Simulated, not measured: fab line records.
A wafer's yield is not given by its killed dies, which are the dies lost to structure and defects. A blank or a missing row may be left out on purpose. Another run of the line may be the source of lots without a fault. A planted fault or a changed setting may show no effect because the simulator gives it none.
Struck lot and sound lot, side by side -- flow nand harc -- 28 out of 1302 route steps
Sound: the wafers L195.1, L195.3, L195.4. Wafers struck: L209.3, L209.4, L209.6. At the end, the cause is stated.
Order at every step that has rows: each side's tool, ch and its chambers, its first start. Under that, the readings that differ: sound wafers -- struck wafers -- difference of the means -- sigmas: that difference in standard deviations of wafers without a fault.
alike: words and numbers the same on both sides, and readings whose means are apart by under 2 such deviations; not compared: readings that were withheld, readings missing a value for some wafer, numbers with overlapping values and no deviation given by the record, and bounds like >300 which may hide the same value.
Wherever a step has rows on one side only, a row that says differs or no value, or a row with sigmas, the two part there. When numbers do not overlap yet have no deviation, they are printed without sigmas and do not part them. A reading that every wafer of one side lacks parts them only if that side has two wafers or more.

first, 8 steps without rows for these wafers: NHARC_A_CHANNEL_HOLE_D2_EXPOSE_07 (exposes mask HOLE D2, target cd 100 nm); NHARC_A_CHANNEL_HOLE_D2_PEB_08 (peb time 65 s); NHARC_A_CHANNEL_HOLE_D2_DEVELOP_09 (develop time 35 s); NHARC_A_CHANNEL_HOLE_D2_DESCUM_15 (chemistry O2, time 3 s); NHARC_A_CHANNEL_HOLE_D2_ETCH_38 (etches the open film in CF4, target depth 39 nm, time 65 s); NHARC_A_CHANNEL_HOLE_D2_ETCH_39 (etches the open film in N2/H2, target depth 260 nm, time 325 s); NHARC_A_CHANNEL_HOLE_D2_ETCH_34 (etches the open film in CF4/CHF3, target depth 154 nm, time 77 s); NHARC_A_CHANNEL_HOLE_D2_ETCH_16 (etches the open film in O2/COS, target depth 3100 nm, time 806 s).
NHARC_A_CHANNEL_HOLE_D2_ETCH_19: etches the open film in C4F8/O2/Ar, time 34.5 s.
  sound on har etch-02 ch 0,1, day 13 21:21; struck on har etch-02 ch 0,1, day 19 06:37
  alike: drypump motor current A, showerhead plenum p Torr, throttle valve pct
  not compared: rf hours counter h
then, 16 steps without rows for these wafers: NHARC_A_CHANNEL_HOLE_D2_ETCH_20 (etches the open film in C4F8/O2/Ar, time 361.9 s, target depth 1600 nm); NHARC_A_CHANNEL_HOLE_D2_ETCH_21 (etches the open film in C4F8/O2/Ar, time 514.3 s, target depth 1600 nm); NHARC_A_CHANNEL_HOLE_D2_ETCH_22 (etches the open film in C4F8/O2/Ar, time 666.7 s, target depth 1600 nm); NHARC_A_CHANNEL_HOLE_D2_ETCH_23 (etches the open film in C4F8/O2/Ar, time 819 s, target depth 1600 nm); NHARC_A_CHANNEL_HOLE_D2_ETCH_24 (etches the open film in C4F8/O2/Ar, time 906.2 s, target depth 1500 nm); NHARC_A_CHANNEL_HOLE_D2_ETCH_25 (etches the open film in C4F8/O2/Ar, time 1040.2 s, target depth 1500 nm); NHARC_A_CHANNEL_HOLE_D2_ETCH_26 (etches the open film in C4F8/O2/Ar, time 224.1 s, target depth 300 nm); NHARC_A_CHANNEL_HOLE_D2_ETCH_27 (etches the open film in C4F8/O2/Ar, time 90 s, target depth 400 nm); NHARC_A_CHANNEL_HOLE_D2_STRIP_41 (strips in N2/H2); NHARC_A_CHANNEL_HOLE_D2_STRIP_42 (strips in CF4/CHF3); NHARC_A_CHANNEL_HOLE_D2_STRIP_43 (strips in O2/COS); NHARC_A_CHANNEL_HOLE_D2_ETCH_44 (etches the open film in CF4/O2, target depth 140 nm, overetch 14 nm, time 77 s); NHARC_A_CHANNEL_HOLE_D2_STRIP_28 (strips in O2); NHARC_A_CHANNEL_HOLE_D2_PRECLEAN_29 (cleans in SC1); NHARC_A_CHANNEL_HOLE_D2_SRD_30; NHARC_A_CHANNEL_HOLE_D2_XSEM_32.
NHARC_A_CHANNEL_HOLE_D2_INSPECT_40:
  struck on defect inspect-02, day 19 12:17; sound on defect inspect-02, day 14 03:03
reading,sound,struck,difference,sigmas
raw defect count,312 233 273,669 641 600,+364,+4
then, 1 step without rows for these wafers: NHARC_A_CHANNEL_FILL_D2_PRECLEAN_00 (cleans in SC1).
-- break in the record here, with 11 days between the starts of the struck wafers on either side (left off in module A_CHANNEL_FILL_D2, picked up again in module END, where the first step shown is number 1302 on the route) --
NHARC_END_SORT_01:
  only the struck wafers appear in the record here, on prober-01 ch 0 at day 30 13:34; the sound ones have no rows

== WHERE THEY PART ==
Last at NHARC_END_SORT_01 as far as this record goes, first at NHARC_A_CHANNEL_HOLE_D2_INSPECT_40.

WHY: what had been put in by the simulator
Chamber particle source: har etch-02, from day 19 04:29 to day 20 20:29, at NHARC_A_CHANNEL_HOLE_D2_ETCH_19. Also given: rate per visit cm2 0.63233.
